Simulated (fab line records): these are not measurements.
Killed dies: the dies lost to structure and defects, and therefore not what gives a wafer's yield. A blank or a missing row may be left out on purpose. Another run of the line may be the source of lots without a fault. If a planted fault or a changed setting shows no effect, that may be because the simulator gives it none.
Which tool was responsible? | flow n5_finfet | Sampling: 12 lots, 36 wafers, 4 of 1938 route steps

## WHAT THE GAUGES SHOWED, per wafer
N5_BEOL_M8_INSPECT_58: inspects for defects (darkfield).
lot  | measured     | on                | raw_defect_count
L513 | day 9 17:36  | defect_inspect-01 | 59 60 60
L514 | day 10 07:14 | defect_inspect-02 | 59 41 72
L515 | day 10 18:47 | defect_inspect-02 | 114 89 83
L516 | day 11 06:05 | defect_inspect-02 | 111 78 61
L520 | day 11 18:43 | defect_inspect-02 | 48 71 59
L522 | day 12 13:20 | defect_inspect-02 | 51 62 71
L521 | day 12 14:14 | defect_inspect-01 | 72 53 90
L525 | day 12 19:04 | defect_inspect-02 | 78 66 67
L524 | day 12 22:00 | defect_inspect-01 | 66 66 83
L531 | day 14 13:32 | defect_inspect-02 | 41 95 84
L532 | day 14 21:02 | defect_inspect-02 | 80 80 81
L535 | day 15 19:23 | defect_inspect-01 | 53 101 43

N5_BEOL_M9_CD_MEAS_28: the cd target is 70 nm.
lot  | measured     | on        | cd_nm (nm)
L513 | day 9 20:38  | cd_sem-02 | 69.94 70.18 69.41
L514 | day 10 10:20 | cd_sem-01 | 70.29 69.94 69.55
L515 | day 10 23:31 | cd_sem-01 | 69.91 69.66 70.02
L516 | day 11 11:28 | cd_sem-03 | 70.09 70.09 69.65
L520 | day 12 00:25 | cd_sem-03 | 70.05 69.89 70.07
L522 | day 12 17:08 | cd_sem-01 | 70.33 69.74 70.32
L521 | day 12 17:19 | cd_sem-01 | 70.41 69.97 70.21
L525 | day 13 00:19 | cd_sem-02 | 70.07 70.19 70.44
L524 | day 13 03:59 | cd_sem-02 | 69.81 70.28 70.41
L531 | day 14 16:45 | cd_sem-03 | 70.40 70.30 70.23
L532 | day 15 01:37 | cd_sem-01 | 70.48 69.87 70.17
L535 | day 15 22:24 | cd_sem-03 | 70.21 69.95 69.90

N5_BEOL_M9_INSPECT_30: inspects for defects (brightfield).
lot  | measured     | on                | raw_defect_count
L513 | day 9 20:43  | defect_inspect-01 | 385 311 380
L514 | day 10 10:25 | defect_inspect-01 | 381 481 400
L515 | day 10 23:36 | defect_inspect-02 | 473 405 351
L516 | day 11 11:34 | defect_inspect-02 | 429 366 353
L520 | day 12 00:30 | defect_inspect-02 | 461 535 379
L522 | day 12 17:14 | defect_inspect-02 | 342 403 451
L521 | day 12 17:24 | defect_inspect-02 | 515 295 407
L525 | day 13 00:23 | defect_inspect-02 | 400 343 415
L524 | day 13 04:04 | defect_inspect-02 | 388 394 325
L531 | day 14 16:50 | defect_inspect-02 | 325 341 446
L532 | day 15 01:41 | defect_inspect-02 | 351 357 451
L535 | day 15 22:29 | defect_inspect-02 | 459 443 383

## WHICH TOOL RAN EACH LOT (tool, then ch and the chambers of the sampled wafers, then the start)
lot  | N5_BEOL_M9_COAT_75
L513 | litho_track-02 ch 0, day 9 20:22
L514 | litho_track-04 ch 0, day 10 10:04
L515 | litho_track-01 ch 0, day 10 23:06
L516 | litho_track-04 ch 0, day 11 11:10
L520 | litho_track-02 ch 0, day 12 00:01
L522 | litho_track-01 ch 0, day 12 16:46
L521 | litho_track-02 ch 0, day 12 16:46
L525 | litho_track-01 ch 0, day 13 00:02
L524 | litho_track-02 ch 0, day 13 03:43
L531 | litho_track-01 ch 0, day 14 16:22
L532 | litho_track-01 ch 0, day 15 01:13
L535 | litho_track-04 ch 0, day 15 22:01
- N5_BEOL_M9_COAT_75: time 60 s, resist thk 5 nm.

## AS READ BY THE TOOLS THEMSELVES (means over the sampled wafers that have a number; for cases with no such wafer, the mark the record gives instead)
N5_BEOL_M9_COAT_75.
lot  | tool           | dispense_pressure_kPa (kPa) | spin_speed_rpm (rpm)
L513 | litho_track-02 | 51                          | 1499.9
L514 | litho_track-04 | 44                          | 1500.7
L515 | litho_track-01 | 51                          | 1500.8
L516 | litho_track-04 | 44                          | 1500.4
L520 | litho_track-02 | 51                          | 1500.9
L522 | litho_track-01 | 51                          | 1500.9
L521 | litho_track-02 | 51                          | 1500.5
L525 | litho_track-01 | 51                          | 1499.9
L524 | litho_track-02 | 51                          | 1499.0
L531 | litho_track-01 | 51                          | 1432.5
L532 | litho_track-01 | 51                          | 1433.0
L535 | litho_track-04 | 44                          | 1499.8

## THE ANSWER, worked out from the rows above alone
Rule: what is usual is taken from the lots themselves. The widest of any qualifying gaps counts: lots, ordered by their means at a reading, are off when they make up no more than a third of the lots, leave a main group of 4 or more, and stand apart from it by 3 or more times the standard deviation of that group's means. If all means in a main group match to the digits the tables above print for the reading, that group is not used. A lot without any number at a reading at which 4 lots or more have one is off too. Any other lot the step has rows for is counted as sound. The gauges are gone through in route order, then the tools' own readings, and for those a lot's mean is taken as printed above. At the first step where some lot is off, the reading lying furthest off is the one used; lots without a number count as furthest.
Off, at N5_BEOL_M9_COAT_75 on spin_speed_rpm: L531, L532. Main group: mean 1500.3 rpm, sd 0.59.
A tool fits if, at that step or a process step before it, it ran every lot that is off, and no sound lot after the first of them. One fits: N5_BEOL_M9_COAT_75 on litho_track-01. A fault onset in the window from L525 (day 13 00:02, its last sound lot) to L531 (day 14 16:22, its first lot off) fits.
On the lots that are off, the tool's own readings at N5_BEOL_M9_COAT_75 differ by more than 5 times the standard deviation of the sound lots' means, which bears it out; spin_speed_rpm reads 1432.8 rpm there versus 1500.3 rpm on the sound lots.

## WHAT HAD BEEN PUT IN BY THE SIMULATOR
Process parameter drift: litho_track-01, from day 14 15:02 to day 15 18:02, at N5_BEOL_M9_COAT_75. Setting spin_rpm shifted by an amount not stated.
Shown lots that were struck: L531, L532. The rule given above showed the same thing.
